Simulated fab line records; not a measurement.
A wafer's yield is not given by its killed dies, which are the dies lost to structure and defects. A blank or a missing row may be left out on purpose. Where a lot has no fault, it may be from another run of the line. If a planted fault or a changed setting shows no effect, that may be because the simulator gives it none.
Which tool did it? || flow nand harc || Sampling: 24 lots, 72 wafers, 4 of 1159 route steps

== WHAT THE GAUGES READ, wafer by wafer ==
NHARC_P_M0_INSPECT_27.
{"lot": "L074", "measured": "day 5 17:13", "on": "defect inspect-01", "raw defect count": "227 162 277"}
{"lot": "L077", "measured": "day 6 17:28", "on": "defect inspect-02", "raw defect count": "287 244 294"}
{"lot": "L076", "measured": "day 6 18:07", "on": "defect inspect-02", "raw defect count": "444 345 375"}
{"lot": "L078", "measured": "day 6 21:09", "on": "defect inspect-01", "raw defect count": "142 157 198"}
{"lot": "L075", "measured": "day 6 21:25", "on": "defect inspect-02", "raw defect count": "278 227 346"}
{"lot": "L079", "measured": "day 7 12:11", "on": "defect inspect-02", "raw defect count": "302 509 492"}
{"lot": "L080", "measured": "day 7 14:55", "on": "defect inspect-02", "raw defect count": "310 264 379"}
{"lot": "L081", "measured": "day 7 16:04", "on": "defect inspect-02", "raw defect count": "289 202 439"}
{"lot": "L082", "measured": "day 7 20:26", "on": "defect inspect-01", "raw defect count": "103 284 456"}
{"lot": "L083", "measured": "day 8 09:46", "on": "defect inspect-01", "raw defect count": "187 153 148"}
{"lot": "L087", "measured": "day 9 02:32", "on": "defect inspect-02", "raw defect count": "260 230 144"}
{"lot": "L086", "measured": "day 9 02:52", "on": "defect inspect-02", "raw defect count": "331 181 280"}
{"lot": "L084", "measured": "day 9 03:07", "on": "defect inspect-01", "raw defect count": "211 160 505"}
{"lot": "L085", "measured": "day 9 12:44", "on": "defect inspect-01", "raw defect count": "361 223 306"}
{"lot": "L088", "measured": "day 9 18:02", "on": "defect inspect-02", "raw defect count": "303 219 410"}
{"lot": "L089", "measured": "day 9 18:38", "on": "defect inspect-01", "raw defect count": "289 312 292"}
{"lot": "L090", "measured": "day 9 22:15", "on": "defect inspect-01", "raw defect count": "172 204 438"}
{"lot": "L091", "measured": "day 10 01:46", "on": "defect inspect-01", "raw defect count": "489 353 519"}
{"lot": "L093", "measured": "day 10 11:18", "on": "defect inspect-02", "raw defect count": "220 349 150"}
{"lot": "L092", "measured": "day 10 11:57", "on": "defect inspect-02", "raw defect count": "431 337 246"}
{"lot": "L094", "measured": "day 10 17:31", "on": "defect inspect-01", "raw defect count": "186 233 222"}
{"lot": "L096", "measured": "day 11 04:44", "on": "defect inspect-01", "raw defect count": "184 264 258"}
{"lot": "L095", "measured": "day 11 05:17", "on": "defect inspect-02", "raw defect count": "335 199 196"}
{"lot": "L097", "measured": "day 12 04:19", "on": "defect inspect-02", "raw defect count": "230 213 192"}

NHARC_P_BONDPAD_OVL_MEAS_38.
{"lot": "L074", "measured": "day 6 03:28", "on": "overlay-02", "overlay x nm (nm)": "-2 -1 0", "overlay y nm (nm)": "-1 -1 -1"}
{"lot": "L077", "measured": "day 7 04:20", "on": "overlay-02", "overlay x nm (nm)": "4 4 4", "overlay y nm (nm)": "-4 -4 -4"}
{"lot": "L076", "measured": "day 7 04:30", "on": "overlay-01", "overlay x nm (nm)": "-2 -2 -2", "overlay y nm (nm)": "3 3 3"}
{"lot": "L078", "measured": "day 7 07:31", "on": "overlay-01", "overlay x nm (nm)": "-1 -1 0", "overlay y nm (nm)": "1 1 1"}
{"lot": "L075", "measured": "day 7 07:54", "on": "overlay-02", "overlay x nm (nm)": "3 2 3", "overlay y nm (nm)": "-2 -2 -3"}
{"lot": "L079", "measured": "day 7 22:49", "on": "overlay-02", "overlay x nm (nm)": "-1 -1 -2", "overlay y nm (nm)": "-5 -4 -4"}
{"lot": "L080", "measured": "day 8 01:21", "on": "overlay-02", "overlay x nm (nm)": "-3 -3 -4", "overlay y nm (nm)": "1 1 0"}
{"lot": "L081", "measured": "day 8 02:13", "on": "overlay-01", "overlay x nm (nm)": "-5 -6 -5", "overlay y nm (nm)": "-2 -2 -2"}
{"lot": "L082", "measured": "day 8 06:50", "on": "overlay-02", "overlay x nm (nm)": "-8 -8 -8", "overlay y nm (nm)": "-2 -2 -2"}
{"lot": "L083", "measured": "day 8 19:55", "on": "overlay-01", "overlay x nm (nm)": "-4 -5 -5", "overlay y nm (nm)": "6 6 6"}
{"lot": "L087", "measured": "day 9 13:02", "on": "overlay-01", "overlay x nm (nm)": "-1 -1 -1", "overlay y nm (nm)": "2 2 3"}
{"lot": "L086", "measured": "day 9 13:47", "on": "overlay-02", "overlay x nm (nm)": "-12 -12 -12", "overlay y nm (nm)": "-7 -7 -7"}
{"lot": "L084", "measured": "day 9 13:59", "on": "overlay-02", "overlay x nm (nm)": "-5 -6 -6", "overlay y nm (nm)": "5 5 5"}
{"lot": "L085", "measured": "day 9 22:55", "on": "overlay-02", "overlay x nm (nm)": "10 10 10", "overlay y nm (nm)": "-6 -6 -6"}
{"lot": "L088", "measured": "day 10 04:44", "on": "overlay-01", "overlay x nm (nm)": "3 4 4", "overlay y nm (nm)": "3 3 3"}
{"lot": "L089", "measured": "day 10 05:17", "on": "overlay-01", "overlay x nm (nm)": "-3 -3 -3", "overlay y nm (nm)": "-8 -8 -7"}
{"lot": "L090", "measured": "day 10 08:18", "on": "overlay-01", "overlay x nm (nm)": "-1 -1 -1", "overlay y nm (nm)": "7 7 7"}
{"lot": "L091", "measured": "day 10 12:31", "on": "overlay-02", "overlay x nm (nm)": "-3 -4 -3", "overlay y nm (nm)": "-4 -5 -5"}
{"lot": "L093", "measured": "day 10 21:36", "on": "overlay-01", "overlay x nm (nm)": "11 11 11", "overlay y nm (nm)": "-8 -9 -8"}
{"lot": "L092", "measured": "day 10 22:14", "on": "overlay-02", "overlay x nm (nm)": "6 7 6", "overlay y nm (nm)": "-1 -2 -2"}
{"lot": "L094", "measured": "day 11 03:42", "on": "overlay-02", "overlay x nm (nm)": "4 4 4", "overlay y nm (nm)": "2 2 2"}
{"lot": "L096", "measured": "day 11 15:08", "on": "overlay-02", "overlay x nm (nm)": "0 -1 0", "overlay y nm (nm)": "0 0 0"}
{"lot": "L095", "measured": "day 11 15:47", "on": "overlay-01", "overlay x nm (nm)": "-8 -8 -8", "overlay y nm (nm)": "6 7 7"}
{"lot": "L097", "measured": "day 12 17:32", "on": "overlay-01", "overlay x nm (nm)": "-4 -4 -5", "overlay y nm (nm)": "-9 -9 -9"}

== WHICH TOOL RAN EACH LOT (tool, then ch and the chambers of the sampled wafers, then the start) ==
{"lot": "L074", "NHARC_P_M1_DESCUM_14": "rie diel-10 ch 1,2,3, day 5 18:48", "NHARC_P_M2_STRIP_18": "rie diel-03 ch 2,3, day 5 23:23"}
{"lot": "L077", "NHARC_P_M1_DESCUM_14": "rie diel-02 ch 0,1,2, day 6 19:04", "NHARC_P_M2_STRIP_18": "rie diel-03 ch 0,1, day 6 23:52"}
{"lot": "L076", "NHARC_P_M1_DESCUM_14": "rie diel-10 ch 0,2,3, day 6 19:42", "NHARC_P_M2_STRIP_18": "rie diel-03 ch 1,3, day 7 00:20"}
{"lot": "L078", "NHARC_P_M1_DESCUM_14": "rie diel-02 ch 0,1, day 6 22:43", "NHARC_P_M2_STRIP_18": "rie diel-12 ch 1,2, day 7 03:23"}
{"lot": "L075", "NHARC_P_M1_DESCUM_14": "rie diel-04 ch 0,3, day 6 22:52", "NHARC_P_M2_STRIP_18": "rie diel-12 ch 0,3, day 7 03:45"}
{"lot": "L079", "NHARC_P_M1_DESCUM_14": "rie diel-10 ch 0,1,3, day 7 13:47", "NHARC_P_M2_STRIP_18": "rie diel-12 ch 0,2,3, day 7 18:26"}
{"lot": "L080", "NHARC_P_M1_DESCUM_14": "rie diel-10 ch 2,3, day 7 16:29", "NHARC_P_M2_STRIP_18": "rie diel-09 ch 0,3, day 7 21:07"}
{"lot": "L081", "NHARC_P_M1_DESCUM_14": "rie diel-04 ch 1,2,3, day 7 17:38", "NHARC_P_M2_STRIP_18": "rie diel-03 ch 0,3, day 7 22:10"}
{"lot": "L082", "NHARC_P_M1_DESCUM_14": "rie diel-10 ch 0,1,3, day 7 21:58", "NHARC_P_M2_STRIP_18": "rie diel-03 ch 1,2, day 8 02:48"}
{"lot": "L083", "NHARC_P_M1_DESCUM_14": "rie diel-02 ch 0,1,2, day 8 11:14", "NHARC_P_M2_STRIP_18": "rie diel-03 ch 1,2, day 8 15:50"}
{"lot": "L087", "NHARC_P_M1_DESCUM_14": "rie diel-10 ch 0,1,3, day 9 04:07", "NHARC_P_M2_STRIP_18": "rie diel-12 ch 0,2,3, day 9 08:47"}
{"lot": "L086", "NHARC_P_M1_DESCUM_14": "rie diel-04 ch 0,1,3, day 9 04:26", "NHARC_P_M2_STRIP_18": "rie diel-03 ch 0,1,2, day 9 09:20"}
{"lot": "L084", "NHARC_P_M1_DESCUM_14": "rie diel-02 ch 0,1,2, day 9 04:41", "NHARC_P_M2_STRIP_18": "rie diel-03 ch 0,2,3, day 9 09:44"}
{"lot": "L085", "NHARC_P_M1_DESCUM_14": "rie diel-10 ch 1,2, day 9 14:13", "NHARC_P_M2_STRIP_18": "rie diel-03 ch 0,3, day 9 18:47"}
{"lot": "L088", "NHARC_P_M1_DESCUM_14": "rie diel-04 ch 0,1,2, day 9 19:58", "NHARC_P_M2_STRIP_18": "rie diel-09 ch 1,2,3, day 10 00:35"}
{"lot": "L089", "NHARC_P_M1_DESCUM_14": "rie diel-04 ch 1,2, day 9 20:34", "NHARC_P_M2_STRIP_18": "rie diel-09 ch 0,1,3, day 10 01:19"}
{"lot": "L090", "NHARC_P_M1_DESCUM_14": "rie diel-10 ch 0,1,3, day 9 23:50", "NHARC_P_M2_STRIP_18": "rie diel-09 ch 0,2,3, day 10 04:17"}
{"lot": "L091", "NHARC_P_M1_DESCUM_14": "rie diel-04 ch 1,2, day 10 03:43", "NHARC_P_M2_STRIP_18": "rie diel-09 ch 1,2,3, day 10 08:23"}
{"lot": "L093", "NHARC_P_M1_DESCUM_14": "rie diel-02 ch 1,2,3, day 10 12:55", "NHARC_P_M2_STRIP_18": "rie diel-09 ch 1,3, day 10 17:29"}
{"lot": "L092", "NHARC_P_M1_DESCUM_14": "rie diel-04 ch 0,1,3, day 10 13:34", "NHARC_P_M2_STRIP_18": "rie diel-03 ch 0,1,3, day 10 18:10"}
{"lot": "L094", "NHARC_P_M1_DESCUM_14": "rie diel-04 ch 1,2, day 10 19:05", "NHARC_P_M2_STRIP_18": "rie diel-12 ch 0,1,3, day 10 23:42"}
{"lot": "L096", "NHARC_P_M1_DESCUM_14": "rie diel-02 ch 1,2,3, day 11 06:20", "NHARC_P_M2_STRIP_18": "rie diel-03 ch 2,3, day 11 11:01"}
{"lot": "L095", "NHARC_P_M1_DESCUM_14": "rie diel-02 ch 0,2, day 11 07:02", "NHARC_P_M2_STRIP_18": "rie diel-12 ch 1,2, day 11 11:32"}
{"lot": "L097", "NHARC_P_M1_DESCUM_14": "rie diel-10 ch 0,2,3, day 12 05:54", "NHARC_P_M2_STRIP_18": "rie diel-03 ch 0,1,3, day 12 10:34"}
- NHARC_P_M1_DESCUM_14: chemistry O2, time 3 s.
- NHARC_P_M2_STRIP_18: strips in N2/H2.

== WHAT THE TOOLS THEMSELVES READ (means of the sampled wafers that have a number; where no wafer has one, the mark that the record gives instead) ==
NHARC_P_M1_DESCUM_14.
{"lot": "L074", "tool": "rie diel-10", "drypump motor current A (A)": 5.8, "o2 flow sccm (sccm)": 200.2, "oes product au (a.u.)": 1.008, "rf vpp V (V)": 57.0, "showerhead plenum p Torr (Torr)": 1.86, "throttle valve pct (%)": 11.311}
{"lot": "L077", "tool": "rie diel-02", "drypump motor current A (A)": 5.9, "o2 flow sccm (sccm)": 200.0, "oes product au (a.u.)": 1.009, "rf vpp V (V)": 58.8, "showerhead plenum p Torr (Torr)": 1.96, "throttle valve pct (%)": 11.307}
{"lot": "L076", "tool": "rie diel-10", "drypump motor current A (A)": 6.0, "o2 flow sccm (sccm)": 200.6, "oes product au (a.u.)": 0.991, "rf vpp V (V)": 57.3, "showerhead plenum p Torr (Torr)": 1.90, "throttle valve pct (%)": 11.307}
{"lot": "L078", "tool": "rie diel-02", "drypump motor current A (A)": 5.8, "o2 flow sccm (sccm)": 200.2, "oes product au (a.u.)": 1.006, "rf vpp V (V)": 57.8, "showerhead plenum p Torr (Torr)": 1.95, "throttle valve pct (%)": 11.309}
{"lot": "L075", "tool": "rie diel-04", "drypump motor current A (A)": 6.0, "o2 flow sccm (sccm)": 199.4, "oes product au (a.u.)": 0.990, "rf vpp V (V)": 58.2, "showerhead plenum p Torr (Torr)": 1.92, "throttle valve pct (%)": 11.303}
{"lot": "L079", "tool": "rie diel-10", "drypump motor current A (A)": 5.8, "o2 flow sccm (sccm)": 200.4, "oes product au (a.u.)": 1.000, "rf vpp V (V)": 58.2, "showerhead plenum p Torr (Torr)": 1.88, "throttle valve pct (%)": 11.321}
{"lot": "L080", "tool": "rie diel-10", "drypump motor current A (A)": 5.9, "o2 flow sccm (sccm)": 199.2, "oes product au (a.u.)": 1.006, "rf vpp V (V)": 57.5, "showerhead plenum p Torr (Torr)": 1.88, "throttle valve pct (%)": 11.302}
{"lot": "L081", "tool": "rie diel-04", "drypump motor current A (A)": 5.4, "o2 flow sccm (sccm)": 200.8, "oes product au (a.u.)": 0.993, "rf vpp V (V)": 58.0, "showerhead plenum p Torr (Torr)": 1.90, "throttle valve pct (%)": 11.308}
{"lot": "L082", "tool": "rie diel-10", "drypump motor current A (A)": 5.8, "o2 flow sccm (sccm)": 200.0, "oes product au (a.u.)": 0.998, "rf vpp V (V)": 56.6, "showerhead plenum p Torr (Torr)": 1.88, "throttle valve pct (%)": 11.320}
{"lot": "L083", "tool": "rie diel-02", "drypump motor current A (A)": 5.9, "o2 flow sccm (sccm)": 200.1, "oes product au (a.u.)": 1.009, "rf vpp V (V)": 58.5, "showerhead plenum p Torr (Torr)": 1.96, "throttle valve pct (%)": 11.313}
{"lot": "L087", "tool": "rie diel-10", "drypump motor current A (A)": 5.8, "o2 flow sccm (sccm)": 200.0, "oes product au (a.u.)": 0.989, "rf vpp V (V)": 57.5, "showerhead plenum p Torr (Torr)": 1.88, "throttle valve pct (%)": 11.313}
{"lot": "L086", "tool": "rie diel-04", "drypump motor current A (A)": 5.8, "o2 flow sccm (sccm)": 200.3, "oes product au (a.u.)": 0.990, "rf vpp V (V)": 57.8, "showerhead plenum p Torr (Torr)": 1.94, "throttle valve pct (%)": 11.313}
{"lot": "L084", "tool": "rie diel-02", "drypump motor current A (A)": 5.9, "o2 flow sccm (sccm)": 199.8, "oes product au (a.u.)": 1.017, "rf vpp V (V)": 58.1, "showerhead plenum p Torr (Torr)": 1.96, "throttle valve pct (%)": 11.314}
{"lot": "L085", "tool": "rie diel-10", "drypump motor current A (A)": 5.5, "o2 flow sccm (sccm)": 199.8, "oes product au (a.u.)": 0.994, "rf vpp V (V)": 57.3, "showerhead plenum p Torr (Torr)": 1.84, "throttle valve pct (%)": 11.318}
{"lot": "L088", "tool": "rie diel-04", "drypump motor current A (A)": 5.7, "o2 flow sccm (sccm)": 200.4, "oes product au (a.u.)": 0.991, "rf vpp V (V)": 58.2, "showerhead plenum p Torr (Torr)": 1.90, "throttle valve pct (%)": 11.308}
{"lot": "L089", "tool": "rie diel-04", "drypump motor current A (A)": 5.4, "o2 flow sccm (sccm)": 200.6, "oes product au (a.u.)": 1.001, "rf vpp V (V)": 57.6, "showerhead plenum p Torr (Torr)": 1.86, "throttle valve pct (%)": 11.309}
{"lot": "L090", "tool": "rie diel-10", "drypump motor current A (A)": 5.8, "o2 flow sccm (sccm)": 200.4, "oes product au (a.u.)": 0.997, "rf vpp V (V)": 57.0, "showerhead plenum p Torr (Torr)": 1.88, "throttle valve pct (%)": 11.310}
{"lot": "L091", "tool": "rie diel-04", "drypump motor current A (A)": 5.4, "o2 flow sccm (sccm)": 199.9, "oes product au (a.u.)": 1.004, "rf vpp V (V)": 57.3, "showerhead plenum p Torr (Torr)": 1.86, "throttle valve pct (%)": 11.308}
{"lot": "L093", "tool": "rie diel-02", "drypump motor current A (A)": 6.0, "o2 flow sccm (sccm)": 200.1, "oes product au (a.u.)": 1.006, "rf vpp V (V)": 58.3, "showerhead plenum p Torr (Torr)": 1.91, "throttle valve pct (%)": 11.303}
{"lot": "L092", "tool": "rie diel-04", "drypump motor current A (A)": 5.8, "o2 flow sccm (sccm)": 200.2, "oes product au (a.u.)": 1.001, "rf vpp V (V)": 58.2, "showerhead plenum p Torr (Torr)": 1.94, "throttle valve pct (%)": 11.305}
{"lot": "L094", "tool": "rie diel-04", "drypump motor current A (A)": 5.3, "o2 flow sccm (sccm)": 199.7, "oes product au (a.u.)": 0.989, "rf vpp V (V)": 57.3, "showerhead plenum p Torr (Torr)": 1.86, "throttle valve pct (%)": 11.308}
{"lot": "L096", "tool": "rie diel-02", "drypump motor current A (A)": 6.0, "o2 flow sccm (sccm)": 200.6, "oes product au (a.u.)": 1.016, "rf vpp V (V)": 57.5, "showerhead plenum p Torr (Torr)": 1.91, "throttle valve pct (%)": 11.312}
{"lot": "L095", "tool": "rie diel-02", "drypump motor current A (A)": 5.9, "o2 flow sccm (sccm)": 200.4, "oes product au (a.u.)": 1.008, "rf vpp V (V)": 58.4, "showerhead plenum p Torr (Torr)": 2.01, "throttle valve pct (%)": 11.313}
{"lot": "L097", "tool": "rie diel-10", "drypump motor current A (A)": 6.0, "o2 flow sccm (sccm)": 199.7, "oes product au (a.u.)": 1.000, "rf vpp V (V)": 57.7, "showerhead plenum p Torr (Torr)": 1.90, "throttle valve pct (%)": 11.303}

NHARC_P_M2_STRIP_18.
{"lot": "L074", "tool": "rie diel-03", "drypump motor current A (A)": 5.7, "oes product au (a.u.)": 0.998, "rf vpp V (V)": 91.4, "showerhead plenum p Torr (Torr)": 2.16, "throttle valve pct (%)": 14.170}
{"lot": "L077", "tool": "rie diel-03", "drypump motor current A (A)": 5.3, "oes product au (a.u.)": 0.998, "rf vpp V (V)": 90.9, "showerhead plenum p Torr (Torr)": 1.98, "throttle valve pct (%)": 14.173}
{"lot": "L076", "tool": "rie diel-03", "drypump motor current A (A)": 5.4, "oes product au (a.u.)": 0.997, "rf vpp V (V)": 90.3, "showerhead plenum p Torr (Torr)": 2.02, "throttle valve pct (%)": 14.174}
{"lot": "L078", "tool": "rie diel-12", "drypump motor current A (A)": 6.3, "oes product au (a.u.)": 0.990, "rf vpp V (V)": 92.0, "showerhead plenum p Torr (Torr)": 2.17, "throttle valve pct (%)": 14.171}
{"lot": "L075", "tool": "rie diel-12", "drypump motor current A (A)": 5.3, "oes product au (a.u.)": 0.995, "rf vpp V (V)": 90.9, "showerhead plenum p Torr (Torr)": 2.12, "throttle valve pct (%)": 14.164}
{"lot": "L079", "tool": "rie diel-12", "drypump motor current A (A)": 5.6, "oes product au (a.u.)": 0.998, "rf vpp V (V)": 92.2, "showerhead plenum p Torr (Torr)": 2.12, "throttle valve pct (%)": 14.164}
{"lot": "L080", "tool": "rie diel-09", "drypump motor current A (A)": 5.6, "oes product au (a.u.)": 0.979, "rf vpp V (V)": 90.7, "showerhead plenum p Torr (Torr)": 1.98, "throttle valve pct (%)": 14.167}
{"lot": "L081", "tool": "rie diel-03", "drypump motor current A (A)": 5.6, "oes product au (a.u.)": 1.001, "rf vpp V (V)": 91.5, "showerhead plenum p Torr (Torr)": 2.10, "throttle valve pct (%)": 14.173}
{"lot": "L082", "tool": "rie diel-03", "drypump motor current A (A)": 5.5, "oes product au (a.u.)": 1.000, "rf vpp V (V)": 90.3, "showerhead plenum p Torr (Torr)": 2.09, "throttle valve pct (%)": 14.156}
{"lot": "L083", "tool": "rie diel-03", "drypump motor current A (A)": 5.5, "oes product au (a.u.)": 1.003, "rf vpp V (V)": 91.6, "showerhead plenum p Torr (Torr)": 2.09, "throttle valve pct (%)": 14.171}
{"lot": "L087", "tool": "rie diel-12", "drypump motor current A (A)": 5.6, "oes product au (a.u.)": 1.003, "rf vpp V (V)": 91.0, "showerhead plenum p Torr (Torr)": 2.12, "throttle valve pct (%)": 14.168}
{"lot": "L086", "tool": "rie diel-03", "drypump motor current A (A)": 5.5, "oes product au (a.u.)": 1.002, "rf vpp V (V)": 91.8, "showerhead plenum p Torr (Torr)": 2.06, "throttle valve pct (%)": 14.176}
{"lot": "L084", "tool": "rie diel-03", "drypump motor current A (A)": 5.6, "oes product au (a.u.)": 1.011, "rf vpp V (V)": 91.1, "showerhead plenum p Torr (Torr)": 2.13, "throttle valve pct (%)": 14.175}
{"lot": "L085", "tool": "rie diel-03", "drypump motor current A (A)": 5.6, "oes product au (a.u.)": 1.005, "rf vpp V (V)": 90.4, "showerhead plenum p Torr (Torr)": 2.10, "throttle valve pct (%)": 14.170}
{"lot": "L088", "tool": "rie diel-09", "drypump motor current A (A)": 5.8, "oes product au (a.u.)": 0.997, "rf vpp V (V)": 91.9, "showerhead plenum p Torr (Torr)": 2.09, "throttle valve pct (%)": 14.181}
{"lot": "L089", "tool": "rie diel-09", "drypump motor current A (A)": 6.0, "oes product au (a.u.)": 0.994, "rf vpp V (V)": 90.4, "showerhead plenum p Torr (Torr)": 2.01, "throttle valve pct (%)": 14.168}
{"lot": "L090", "tool": "rie diel-09", "drypump motor current A (A)": 5.5, "oes product au (a.u.)": 0.994, "rf vpp V (V)": 92.0, "showerhead plenum p Torr (Torr)": 2.05, "throttle valve pct (%)": 14.174}
{"lot": "L091", "tool": "rie diel-09", "drypump motor current A (A)": 5.8, "oes product au (a.u.)": 0.993, "rf vpp V (V)": 91.0, "showerhead plenum p Torr (Torr)": 2.09, "throttle valve pct (%)": 14.171}
{"lot": "L093", "tool": "rie diel-09", "drypump motor current A (A)": 5.8, "oes product au (a.u.)": 0.999, "rf vpp V (V)": 91.2, "showerhead plenum p Torr (Torr)": 2.08, "throttle valve pct (%)": 14.170}
{"lot": "L092", "tool": "rie diel-03", "drypump motor current A (A)": 5.5, "oes product au (a.u.)": 1.000, "rf vpp V (V)": 90.7, "showerhead plenum p Torr (Torr)": 2.06, "throttle valve pct (%)": 14.164}
{"lot": "L094", "tool": "rie diel-12", "drypump motor current A (A)": 5.6, "oes product au (a.u.)": 0.999, "rf vpp V (V)": 91.3, "showerhead plenum p Torr (Torr)": 2.10, "throttle valve pct (%)": 14.170}
{"lot": "L096", "tool": "rie diel-03", "drypump motor current A (A)": 5.6, "oes product au (a.u.)": 1.008, "rf vpp V (V)": 90.5, "showerhead plenum p Torr (Torr)": 2.16, "throttle valve pct (%)": 14.175}
{"lot": "L095", "tool": "rie diel-12", "drypump motor current A (A)": 6.2, "oes product au (a.u.)": 0.997, "rf vpp V (V)": 91.8, "showerhead plenum p Torr (Torr)": 2.14, "throttle valve pct (%)": 14.165}
{"lot": "L097", "tool": "rie diel-03", "drypump motor current A (A)": 5.5, "oes product au (a.u.)": 0.998, "rf vpp V (V)": 90.3, "showerhead plenum p Torr (Torr)": 2.06, "throttle valve pct (%)": 14.172}

== THE ANSWER, worked out from the rows above alone ==
Rule: the lots themselves supply what counts as usual. The widest of any qualifying gaps counts: lots, ordered by their means at a reading, are off when they make up no more than a third of the lots, leave a main group of 4 or more, and stand apart from it by 3 or more times the standard deviation of that group's means. Not used: any main group whose means are identical at the precision the tables above print for the reading. A lot without any number at a reading at which 4 lots or more have one is off too. The other lots that the step has rows for count as sound. Order of review: gauges by route order, followed by the tools' own readings, for which a lot's mean as printed above is used. At the first step where some lot is off, the reading lying furthest off is the one used; lots without a number count as furthest.
No lot is off on any of the readings shown, so nothing can be concluded from this.

== WHAT THE SIMULATOR HAD PUT IN ==
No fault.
